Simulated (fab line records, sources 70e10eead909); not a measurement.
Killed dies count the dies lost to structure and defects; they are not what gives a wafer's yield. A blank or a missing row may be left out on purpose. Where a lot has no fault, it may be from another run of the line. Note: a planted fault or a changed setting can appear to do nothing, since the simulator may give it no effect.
Which tool did it? :: flow nand harc :: 24 lots with 72 wafers sampled at 3 steps, on a route of 1302 steps

== WHAT EACH GAUGE READ, for each wafer ==
NHARC_P_GATE_CD_MEAS_33.
lot: L074
measured: day 5 00:42
on: cd sem-01
cd nm (nm): 116.3 116.1 119.7

lot: L075
measured: day 5 16:37
on: cd sem-03
cd nm (nm): 124.1 118.4 122.3

lot: L076
measured: day 5 19:58
on: cd sem-03
cd nm (nm): 120.2 122.4 118.8

lot: L077
measured: day 6 07:35
on: cd sem-01
cd nm (nm): 123.9 123.2 117.4

lot: L078
measured: day 6 22:56
on: cd sem-01
cd nm (nm): 123.8 121.7 124.8

lot: L079
measured: day 7 02:51
on: cd sem-03
cd nm (nm): 118.4 120.8 118.9

lot: L080
measured: day 7 21:11
on: cd sem-02
cd nm (nm): 118.6 119.9 118.0

lot: L081
measured: day 7 21:45
on: cd sem-02
cd nm (nm): 124.0 124.2 120.1

lot: L082
measured: day 8 16:46
on: cd sem-02
cd nm (nm): 119.7 121.4 112.0

lot: L083
measured: day 9 00:20
on: cd sem-02
cd nm (nm): 115.1 119.0 120.5

lot: L084
measured: day 9 12:41
on: cd sem-02
cd nm (nm): 123.0 115.9 117.8

lot: L085
measured: day 9 18:24
on: cd sem-03
cd nm (nm): 122.3 126.8 123.2

lot: L086
measured: day 9 18:55
on: cd sem-03
cd nm (nm): 117.1 113.1 123.5

lot: L087
measured: day 10 09:27
on: cd sem-02
cd nm (nm): 121.2 120.6 119.7

lot: L088
measured: day 11 09:58
on: cd sem-03
cd nm (nm): 114.5 121.2 125.0

lot: L089
measured: day 11 11:19
on: cd sem-03
cd nm (nm): 124.0 121.7 125.6

lot: L090
measured: day 12 02:01
on: cd sem-02
cd nm (nm): 122.1 123.1 127.3

lot: L091
measured: day 12 13:08
on: cd sem-03
cd nm (nm): 120.7 121.3 117.9

lot: L092
measured: day 12 13:47
on: cd sem-01
cd nm (nm): 120.6 119.0 122.5

lot: L093
measured: day 13 00:37
on: cd sem-01
cd nm (nm): 118.7 117.2 118.9

lot: L094
measured: day 13 06:04
on: cd sem-03
cd nm (nm): 116.0 116.5 118.1

lot: L095
measured: day 13 15:49
on: cd sem-01
cd nm (nm): 118.6 120.7 120.7

lot: L096
measured: day 14 09:07
on: cd sem-01
cd nm (nm): 125.0 125.3 124.5

lot: L097
measured: day 14 11:43
on: cd sem-01
cd nm (nm): 117.6 120.6 122.9

== EACH LOT AND THE TOOL THAT RAN IT (in order: tool; ch and the chambers of the sampled wafers; start) ==
lot: L074
NHARC_P_ZERO_WELL_DESCUM_54: rie diel-10 ch 1,2, day 2 01:49
NHARC_P_GATE_ETCH_32: rie si-04 ch 0,1,2, day 5 00:22

lot: L075
NHARC_P_ZERO_WELL_DESCUM_54: rie diel-02 ch 0,1,2, day 2 12:06
NHARC_P_GATE_ETCH_32: rie si-02 ch 0,1, day 5 16:17

lot: L076
NHARC_P_ZERO_WELL_DESCUM_54: rie diel-10 ch 1,2, day 2 22:59
NHARC_P_GATE_ETCH_32: rie si-05 ch 0,2,3, day 5 19:38

lot: L077
NHARC_P_ZERO_WELL_DESCUM_54: rie diel-10 ch 0,1,3, day 3 08:10
NHARC_P_GATE_ETCH_32: rie si-02 ch 1,2,3, day 6 07:17

lot: L078
NHARC_P_ZERO_WELL_DESCUM_54: rie diel-07 ch 0,1,3, day 3 17:58
NHARC_P_GATE_ETCH_32: rie si-05 ch 0,1, day 6 22:37

lot: L079
NHARC_P_ZERO_WELL_DESCUM_54: rie diel-10 ch 0,2,3, day 4 03:56
NHARC_P_GATE_ETCH_32: rie si-02 ch 0,2, day 7 02:31

lot: L080
NHARC_P_ZERO_WELL_DESCUM_54: rie diel-07 ch 1,2,3, day 4 16:35
NHARC_P_GATE_ETCH_32: rie si-02 ch 0,1,3, day 7 20:53

lot: L081
NHARC_P_ZERO_WELL_DESCUM_54: rie diel-07 ch 0,1, day 5 00:05
NHARC_P_GATE_ETCH_32: rie si-05 ch 2,3, day 7 21:25

lot: L082
NHARC_P_ZERO_WELL_DESCUM_54: rie diel-07 ch 0,1, day 5 09:47
NHARC_P_GATE_ETCH_32: rie si-02 ch 0,1,3, day 8 16:26

lot: L083
NHARC_P_ZERO_WELL_DESCUM_54: rie diel-02 ch 0,2,3, day 5 20:01
NHARC_P_GATE_ETCH_32: rie si-04 ch 1,2,3, day 9 00:00

lot: L084
NHARC_P_ZERO_WELL_DESCUM_54: rie diel-02 ch 0,2,3, day 6 06:29
NHARC_P_GATE_ETCH_32: rie si-04 ch 1,3, day 9 12:22

lot: L085
NHARC_P_ZERO_WELL_DESCUM_54: rie diel-10 ch 0,1,3, day 6 16:00
NHARC_P_GATE_ETCH_32: rie si-05 ch 0,1,3, day 9 18:05

lot: L086
NHARC_P_ZERO_WELL_DESCUM_54: rie diel-07 ch 0,3, day 7 02:07
NHARC_P_GATE_ETCH_32: rie si-04 ch 0,1,2, day 9 18:36

lot: L087
NHARC_P_ZERO_WELL_DESCUM_54: rie diel-10 ch 0,1, day 7 12:00
NHARC_P_GATE_ETCH_32: rie si-02 ch 0,1,2, day 10 09:07

lot: L088
NHARC_P_ZERO_WELL_DESCUM_54: rie diel-10 ch 0,1,2, day 7 21:50
NHARC_P_GATE_ETCH_32: rie si-02 ch 0,1,3, day 11 09:41

lot: L089
NHARC_P_ZERO_WELL_DESCUM_54: rie diel-07 ch 0,3, day 8 07:55
NHARC_P_GATE_ETCH_32: rie si-05 ch 0,1,3, day 11 10:58

lot: L090
NHARC_P_ZERO_WELL_DESCUM_54: rie diel-02 ch 0,2,3, day 8 17:52
NHARC_P_GATE_ETCH_32: rie si-05 ch 0,1,3, day 12 01:41

lot: L091
NHARC_P_ZERO_WELL_DESCUM_54: rie diel-10 ch 0,1,3, day 9 04:21
NHARC_P_GATE_ETCH_32: rie si-02 ch 0,1,2, day 12 12:48

lot: L092
NHARC_P_ZERO_WELL_DESCUM_54: rie diel-02 ch 0,1,2, day 9 13:45
NHARC_P_GATE_ETCH_32: rie si-05 ch 0,1,3, day 12 13:28

lot: L093
NHARC_P_ZERO_WELL_DESCUM_54: rie diel-02 ch 0,1,2, day 10 00:13
NHARC_P_GATE_ETCH_32: rie si-02 ch 0,1,2, day 13 00:18

lot: L094
NHARC_P_ZERO_WELL_DESCUM_54: rie diel-07 ch 0,3, day 10 10:25
NHARC_P_GATE_ETCH_32: rie si-04 ch 0,3, day 13 05:43

lot: L095
NHARC_P_ZERO_WELL_DESCUM_54: rie diel-10 ch 1,2, day 10 19:50
NHARC_P_GATE_ETCH_32: rie si-04 ch 0,1,3, day 13 15:28

lot: L096
NHARC_P_ZERO_WELL_DESCUM_54: rie diel-02 ch 0,2,3, day 11 06:14
NHARC_P_GATE_ETCH_32: rie si-02 ch 0,1,3, day 14 08:47

lot: L097
NHARC_P_ZERO_WELL_DESCUM_54: rie diel-10 ch 0,1,2, day 11 16:01
NHARC_P_GATE_ETCH_32: rie si-04 ch 0,3, day 14 11:24
- NHARC_P_ZERO_WELL_DESCUM_54: chemistry O2, time 3 s.
- NHARC_P_GATE_ETCH_32: etches the open film in HBr/Cl2, target depth 150 nm, time 100.1 s.

== AS READ BY THE TOOLS THEMSELVES (means over the sampled wafers that have a number; for cases with no such wafer, the mark the record gives instead) ==
NHARC_P_ZERO_WELL_DESCUM_54.
lot: L074
tool: rie diel-10
drypump motor current A (A): 5.5
oes product au (a.u.): 0.991
rf vpp V (V): 57.8
showerhead plenum p Torr (Torr): 1.84
throttle valve pct (%): 11.317

lot: L075
tool: rie diel-02
drypump motor current A (A): 5.4
oes product au (a.u.): 1.002
rf vpp V (V): 57.3
showerhead plenum p Torr (Torr): 1.90
throttle valve pct (%): 11.309

lot: L076
tool: rie diel-10
drypump motor current A (A): 5.5
oes product au (a.u.): 0.999
rf vpp V (V): 57.5
showerhead plenum p Torr (Torr): 1.84
throttle valve pct (%): 11.299

lot: L077
tool: rie diel-10
drypump motor current A (A): 5.6
oes product au (a.u.): 1.001
rf vpp V (V): 57.6
showerhead plenum p Torr (Torr): 1.83
throttle valve pct (%): 11.323

lot: L078
tool: rie diel-07
drypump motor current A (A): 5.9
oes product au (a.u.): 0.995
rf vpp V (V): 58.8
showerhead plenum p Torr (Torr): 1.92
throttle valve pct (%): 11.321

lot: L079
tool: rie diel-10
drypump motor current A (A): 5.3
oes product au (a.u.): 1.010
rf vpp V (V): 57.6
showerhead plenum p Torr (Torr): 1.85
throttle valve pct (%): 11.308

lot: L080
tool: rie diel-07
drypump motor current A (A): 6.0
oes product au (a.u.): 1.004
rf vpp V (V): 58.0
showerhead plenum p Torr (Torr): 1.91
throttle valve pct (%): 11.312

lot: L081
tool: rie diel-07
drypump motor current A (A): 5.8
oes product au (a.u.): 0.999
rf vpp V (V): 57.2
showerhead plenum p Torr (Torr): 1.88
throttle valve pct (%): 11.304

lot: L082
tool: rie diel-07
drypump motor current A (A): 5.8
oes product au (a.u.): 0.995
rf vpp V (V): 58.0
showerhead plenum p Torr (Torr): 1.91
throttle valve pct (%): 11.311

lot: L083
tool: rie diel-02
drypump motor current A (A): 5.4
oes product au (a.u.): 0.990
rf vpp V (V): 58.3
showerhead plenum p Torr (Torr): 2.00
throttle valve pct (%): 11.312

lot: L084
tool: rie diel-02
drypump motor current A (A): 5.5
oes product au (a.u.): 0.993
rf vpp V (V): 58.5
showerhead plenum p Torr (Torr): 2.00
throttle valve pct (%): 11.303

lot: L085
tool: rie diel-10
drypump motor current A (A): 5.6
oes product au (a.u.): 0.992
rf vpp V (V): 57.7
showerhead plenum p Torr (Torr): 1.82
throttle valve pct (%): 11.311

lot: L086
tool: rie diel-07
drypump motor current A (A): 6.1
oes product au (a.u.): 0.994
rf vpp V (V): 58.0
showerhead plenum p Torr (Torr): 1.92
throttle valve pct (%): 11.305

lot: L087
tool: rie diel-10
drypump motor current A (A): 5.9
oes product au (a.u.): 0.995
rf vpp V (V): 56.5
showerhead plenum p Torr (Torr): 1.80
throttle valve pct (%): 11.307

lot: L088
tool: rie diel-10
drypump motor current A (A): 5.6
oes product au (a.u.): 1.001
rf vpp V (V): 58.1
showerhead plenum p Torr (Torr): 1.82
throttle valve pct (%): 11.315

lot: L089
tool: rie diel-07
drypump motor current A (A): 6.1
oes product au (a.u.): 1.000
rf vpp V (V): 58.0
showerhead plenum p Torr (Torr): 1.92
throttle valve pct (%): 11.313

lot: L090
tool: rie diel-02
drypump motor current A (A): 5.5
oes product au (a.u.): 0.998
rf vpp V (V): 57.9
showerhead plenum p Torr (Torr): 1.99
throttle valve pct (%): 11.307

lot: L091
tool: rie diel-10
drypump motor current A (A): 5.7
oes product au (a.u.): 0.993
rf vpp V (V): 57.1
showerhead plenum p Torr (Torr): 1.82
throttle valve pct (%): 11.305

lot: L092
tool: rie diel-02
drypump motor current A (A): 5.5
oes product au (a.u.): 0.998
rf vpp V (V): 58.1
showerhead plenum p Torr (Torr): 1.99
throttle valve pct (%): 11.305

lot: L093
tool: rie diel-02
drypump motor current A (A): 5.4
oes product au (a.u.): 1.003
rf vpp V (V): 58.3
showerhead plenum p Torr (Torr): 1.99
throttle valve pct (%): 11.306

lot: L094
tool: rie diel-07
drypump motor current A (A): 6.1
oes product au (a.u.): 0.996
rf vpp V (V): 57.9
showerhead plenum p Torr (Torr): 1.91
throttle valve pct (%): 11.314

lot: L095
tool: rie diel-10
drypump motor current A (A): 5.5
oes product au (a.u.): 0.994
rf vpp V (V): 59.0
showerhead plenum p Torr (Torr): 1.82
throttle valve pct (%): 11.316

lot: L096
tool: rie diel-02
drypump motor current A (A): 5.5
oes product au (a.u.): 0.987
rf vpp V (V): 57.3
showerhead plenum p Torr (Torr): 1.99
throttle valve pct (%): 11.309

lot: L097
tool: rie diel-10
drypump motor current A (A): 5.6
oes product au (a.u.): 1.016
rf vpp V (V): 58.4
showerhead plenum p Torr (Torr): 1.91
throttle valve pct (%): 11.310

NHARC_P_GATE_ETCH_32.
lot: L074
tool: rie si-04
drypump motor current A (A): 5.8
oes product au (a.u.): 1.000
rf fwd power W (W): 396.3
throttle valve pct (%): 26.401

lot: L075
tool: rie si-02
drypump motor current A (A): 5.8
oes product au (a.u.): 1.009
rf fwd power W (W): 395.2
throttle valve pct (%): 26.404

lot: L076
tool: rie si-05
drypump motor current A (A): 5.3
oes product au (a.u.): 1.001
rf fwd power W (W): 397.0
throttle valve pct (%): 26.408

lot: L077
tool: rie si-02
drypump motor current A (A): 5.5
oes product au (a.u.): 0.995
rf fwd power W (W): 396.1
throttle valve pct (%): 26.402

lot: L078
tool: rie si-05
drypump motor current A (A): 5.4
oes product au (a.u.): 1.012
rf fwd power W (W): 397.5
throttle valve pct (%): 26.405

lot: L079
tool: rie si-02
drypump motor current A (A): 6.3
oes product au (a.u.): 0.999
rf fwd power W (W): 396.5
throttle valve pct (%): 26.400

lot: L080
tool: rie si-02
drypump motor current A (A): 5.9
oes product au (a.u.): 1.018
rf fwd power W (W): 397.1
throttle valve pct (%): 26.407

lot: L081
tool: rie si-05
drypump motor current A (A): 5.4
oes product au (a.u.): 1.002
rf fwd power W (W): 397.0
throttle valve pct (%): 26.410

lot: L082
tool: rie si-02
drypump motor current A (A): 5.9
oes product au (a.u.): 1.004
rf fwd power W (W): 397.1
throttle valve pct (%): 26.409

lot: L083
tool: rie si-04
drypump motor current A (A): 5.8
oes product au (a.u.): 1.001
rf fwd power W (W): 398.3
throttle valve pct (%): 26.394

lot: L084
tool: rie si-04
drypump motor current A (A): 6.0
oes product au (a.u.): 0.990
rf fwd power W (W): 397.4
throttle valve pct (%): 26.398

lot: L085
tool: rie si-05
drypump motor current A (A): 5.7
oes product au (a.u.): 1.003
rf fwd power W (W): 396.1
throttle valve pct (%): 26.405

lot: L086
tool: rie si-04
drypump motor current A (A): 5.8
oes product au (a.u.): 0.999
rf fwd power W (W): 396.3
throttle valve pct (%): 26.400

lot: L087
tool: rie si-02
drypump motor current A (A): 5.8
oes product au (a.u.): 0.998
rf fwd power W (W): 396.5
throttle valve pct (%): 26.404

lot: L088
tool: rie si-02
drypump motor current A (A): 5.9
oes product au (a.u.): 1.000
rf fwd power W (W): 397.4
throttle valve pct (%): 26.400

lot: L089
tool: rie si-05
drypump motor current A (A): 5.6
oes product au (a.u.): 1.001
rf fwd power W (W): 398.0
throttle valve pct (%): 26.406

lot: L090
tool: rie si-05
drypump motor current A (A): 5.7
oes product au (a.u.): 1.003
rf fwd power W (W): 395.9
throttle valve pct (%): 26.403

lot: L091
tool: rie si-02
drypump motor current A (A): 5.8
oes product au (a.u.): 0.992
rf fwd power W (W): 398.2
throttle valve pct (%): 26.406

lot: L092
tool: rie si-05
drypump motor current A (A): 5.7
oes product au (a.u.): 1.003
rf fwd power W (W): 396.5
throttle valve pct (%): 26.401

lot: L093
tool: rie si-02
drypump motor current A (A): 5.8
oes product au (a.u.): 1.006
rf fwd power W (W): 396.0
throttle valve pct (%): 26.404

lot: L094
tool: rie si-04
drypump motor current A (A): 5.7
oes product au (a.u.): 0.993
rf fwd power W (W): 397.9
throttle valve pct (%): 26.405

lot: L095
tool: rie si-04
drypump motor current A (A): 5.9
oes product au (a.u.): 0.999
rf fwd power W (W): 396.1
throttle valve pct (%): 26.396

lot: L096
tool: rie si-02
drypump motor current A (A): 5.9
oes product au (a.u.): 0.999
rf fwd power W (W): 397.0
throttle valve pct (%): 26.406

lot: L097
tool: rie si-04
drypump motor current A (A): 5.8
oes product au (a.u.): 0.996
rf fwd power W (W): 397.5
throttle valve pct (%): 26.410

== THE ANSWER, worked out from the rows above alone ==
Rule: what is usual is taken from the lots themselves. Put in order of their means at a reading, lots are off if they are a third of the lots or fewer, leave a main group of 4 or more, and stand apart from it by a gap of 3 or more times the standard deviation of the main group's means; of several such gaps the widest counts. A main group is skipped when, at the precision printed for the reading in the tables above, its means are all equal. A lot without any number at a reading at which 4 lots or more have one is off too. Any other lot the step has rows for is counted as sound. Order of review: gauges by route order, followed by the tools' own readings, for which a lot's mean as printed above is used. The first step at which some lot is off is used, and at that step the reading that is off furthest; a lot without a number counts as furthest.
Across all readings shown, no lot is off: no conclusion can be drawn from this.

== WHAT HAD BEEN PUT IN BY THE SIMULATOR ==
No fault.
